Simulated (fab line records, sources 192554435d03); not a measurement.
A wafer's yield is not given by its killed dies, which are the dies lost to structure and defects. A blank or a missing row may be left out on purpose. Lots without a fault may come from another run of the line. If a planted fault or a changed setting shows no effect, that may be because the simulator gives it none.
Matching of chambers + flow n5_finfet + 4 sister chambers for N5_BEOL_M2_DESCUM_16 on rie_diel-06
The step chemistry O2, time 7 s. 22 wafers are shown with their chamber, then 11 later ones without.

== EACH WAFER AND ITS CHAMBER ==
| wafer  | chamber | drypump_motor_current_A (A) | showerhead_plenum_p_Torr (Torr) | throttle_valve_pct (%) |
|--------|---------|-----------------------------|---------------------------------|------------------------|
| L074.2 | 3       | 5.5                         | 1.98                            | 20.50                  |
| L074.4 | 0       | 5.6                         | 2.09                            | 20.36                  |
| L074.6 | 2       | 6.6                         | 1.98                            | 20.35                  |
| L075.1 | 1       | 4.9                         | 2.02                            | 20.81                  |
| L075.4 | 0       | 5.6                         | 2.09                            | 20.39                  |
| L075.6 | 0       | 5.6                         | 2.09                            | 20.38                  |
| L077.2 | 1       | 4.9                         | 2.02                            | 20.81                  |
| L077.4 | 3       | 5.5                         | 1.97                            | 20.50                  |
| L077.5 | 3       | 5.4                         | 1.97                            | 20.51                  |
| L080.2 | 3       | 5.5                         | 1.97                            | 20.52                  |
| L080.3 | 1       | 4.9                         | 2.02                            | 20.83                  |
| L080.6 | 0       | 5.6                         | 2.09                            | 20.38                  |
| L083.4 | 1       | 4.8                         | 2.02                            | 20.85                  |
| L083.5 | 3       | 5.4                         | 1.97                            | 20.52                  |
| L083.6 | 0       | 5.6                         | 2.09                            | 20.41                  |
| L084.3 | 0       | 5.6                         | 2.08                            | 20.39                  |
| L084.4 | 3       | 5.4                         | 1.97                            | 20.54                  |
| L084.5 | 0       | 5.6                         | 2.08                            | 20.41                  |
| L086.1 | 3       | 5.5                         | 1.97                            | 20.55                  |
| L086.3 | 0       | 5.6                         | 2.08                            | 20.41                  |
| L086.5 | 3       | 5.5                         | 1.97                            | 20.53                  |
| L092.2 | 1       | 4.8                         | 2.01                            | 20.87                  |

SIGNATURES (means of the wafers above)
| reading                  | chamber 0 | chamber 1 | chamber 2 | chamber 3 | scatter within a chamber |
|--------------------------|-----------|-----------|-----------|-----------|--------------------------|
| drypump_motor_current_A  | 5.600     | 4.860     | 6.600     | 5.463     | 0.0413                   |
| showerhead_plenum_p_Torr | 2.0862    | 2.0180    | 1.9800    | 1.9712    | 0.00444                  |
| throttle_valve_pct       | 20.3912   | 20.8340   | 20.3500   | 20.5213   | 0.0201                   |
Rule: distance of a wafer from a chamber = root of the sum over the readings of ((wafer's reading minus chamber's mean) / reading's scatter) squared. If the next closest chamber is less than 2 further off than the closest, the wafer can't be placed; otherwise it belongs to the closest. The scatter: the root of (the sum of the squares of (reading less its chamber's mean) over the shown wafers, divided by (wafers less chambers)).

== WAFERS WITH NO CHAMBER GIVEN ==
| wafer  | drypump_motor_current_A (A) | showerhead_plenum_p_Torr (Torr) | throttle_valve_pct (%) |
|--------|-----------------------------|---------------------------------|------------------------|
| L092.3 | 6.7                         | 2.23                            | 20.09                  |
| L092.6 | 4.9                         | 2.01                            | 20.87                  |
| L093.2 | 5.4                         | 1.96                            | 20.58                  |
| L093.3 | 4.9                         | 2.01                            | 20.88                  |
| L093.5 | 5.5                         | 1.96                            | 20.57                  |
| L096.1 | 5.5                         | 2.22                            | 20.35                  |
| L096.2 | 4.9                         | 2.00                            | 20.89                  |
| L096.5 | 5.5                         | 2.22                            | 20.35                  |
| L097.2 | 5.6                         | 2.08                            | 20.44                  |
| L097.3 | 5.4                         | 2.22                            | 20.34                  |
| L097.5 | 4.8                         | 2.00                            | 20.90                  |

== EACH ONE'S CHAMBER ==
| wafer  | from the rows above | in truth                   |
|--------|---------------------|----------------------------|
| L092.3 | 0                   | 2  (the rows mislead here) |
| L092.6 | 1                   | 1                          |
| L093.2 | 3                   | 3                          |
| L093.3 | 1                   | 1                          |
| L093.5 | 3                   | 3                          |
| L096.1 | 0                   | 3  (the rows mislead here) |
| L096.2 | 1                   | 1                          |
| L096.5 | 0                   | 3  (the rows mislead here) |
| L097.2 | 0                   | 0                          |
| L097.3 | 0                   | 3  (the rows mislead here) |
| L097.5 | 1                   | 1                          |
Correctly placed: 7 of 11. Not placeable from these rows: 0. Wrongly placed: 4.
